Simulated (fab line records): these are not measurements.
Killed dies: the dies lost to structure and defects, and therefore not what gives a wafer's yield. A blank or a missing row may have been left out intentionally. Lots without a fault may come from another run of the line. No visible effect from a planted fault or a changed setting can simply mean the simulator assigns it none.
Problem report in the 8D (eight disciplines) form, filled by code | flow nand_harc | the parts of the form that need people (team, actions taken, sign-off) are left out

1. PROBLEM STATEMENT
Wafers without a fault read 0.990 a.u., standard deviation 0.01; oes_product_au at NHARC_P_BONDPAD_ETCH_37 reads a mean of 0.849 a.u. on 3 wafers belonging to 3 lots. That is -14 standard deviations from the usual mean.
The step: etches the open film in N2/H2, target depth 60 nm, overetch 18 nm, time 65.91 s.
Earliest sighting: wafer L118.6 on rie_diel-04 at day 9 11:10. At this step, 33 wafers from 11 lots have a number in the record. Rule for "out", or "out of limits": more than 4 standard deviations from the usual mean. All remaining wafers that have a number are taken as sound.

2. WHAT IT IS, WHAT IT ISN'T
question                    | is                     | is not
which readings at this step | oes_product_au         | drypump_motor_current_A, rf_fwd_power_W, rf_vpp_V, showerhead_plenum_p_Torr, throttle_valve_pct
which lots                  | L117, L118, L120       | L105, L106, L107, L108, L109, L112, L115, L126
which wafers of those lots  | L117.5, L118.6, L120.6 | L117.1, L117.2, L118.1, L118.5, L120.2, L120.5
read on which tools         | rie_diel-04            | rie_diel-06, rie_diel-13
when                        | from day 9 11:10       | up to then (23 sound wafers); but 7 sound wafers of L117, L120, L126 came after

3. THE SUSPECTS, EACH WITH WHAT RULES IT OUT
Counting: any tool at a process step up to the reading remains a suspect provided it ran every lot that is out. Sound lots after the first of them don't rule it out here, since some wafers of a struck lot are sound.
- cmp-04 at NHARC_P_M2_CMP_23 (polishes, t overpolish 20 s, target thk 144.3 nm): kept. Every lot that is out went through it, the first being L118 (day 9 08:38); the last sound lot it ran before that was L112 (day 8 01:04).
- rie_diel-04 at NHARC_P_BONDPAD_ETCH_37 (etches the open film in N2/H2, target depth 60 nm, overetch 18 nm, time 65.91 s): kept. Every lot that is out went through it, the first being L118 (day 9 11:10); the last sound lot it ran before that was L115 (day 8 19:29). Its own readings are out on those wafers: oes_product_au.
- rie_diel-04, NHARC_P_BONDPAD_ETCH_37: wafers that are out in chamber 0, sound lot-mates in chambers 1, 2, 3.
What counting leaves: cmp-04 at NHARC_P_M2_CMP_23 and rie_diel-04 at NHARC_P_BONDPAD_ETCH_37.

4. THE CAUSE (what the simulator had put in)
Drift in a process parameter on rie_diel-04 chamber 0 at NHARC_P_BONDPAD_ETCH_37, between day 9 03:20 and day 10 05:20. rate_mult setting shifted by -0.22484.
This tool is one of the 2 suspects left after counting.

5. THE EFFECT CHAIN, in route order
Each row: a reading whose mean over the struck wafers that have a number lies more than 3 standard deviations from the usual. Only readings whose record carries a usual standard deviation are examined. hours: median over the lots of the time between each lot's start at the first step of this table that gives one and its start at this step. sigmas: the change, counted in usual standard deviations.
hours | step                    | reading        | usual      | on struck wafers | change | sigmas
0     | NHARC_P_BONDPAD_ETCH_37 | oes_product_au | 0.990 a.u. | 0.849            | -0.141 | -14
The process steps in it:
- NHARC_P_BONDPAD_ETCH_37: etches the open film in N2/H2, target depth 60 nm, overetch 18 nm, time 65.91 s.

6. HOW IT WOULD HAVE BEEN CAUGHT EARLIER
The fault began at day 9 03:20; the first out-of-limits reading in this record came at day 9 11:10, 8 hours later.
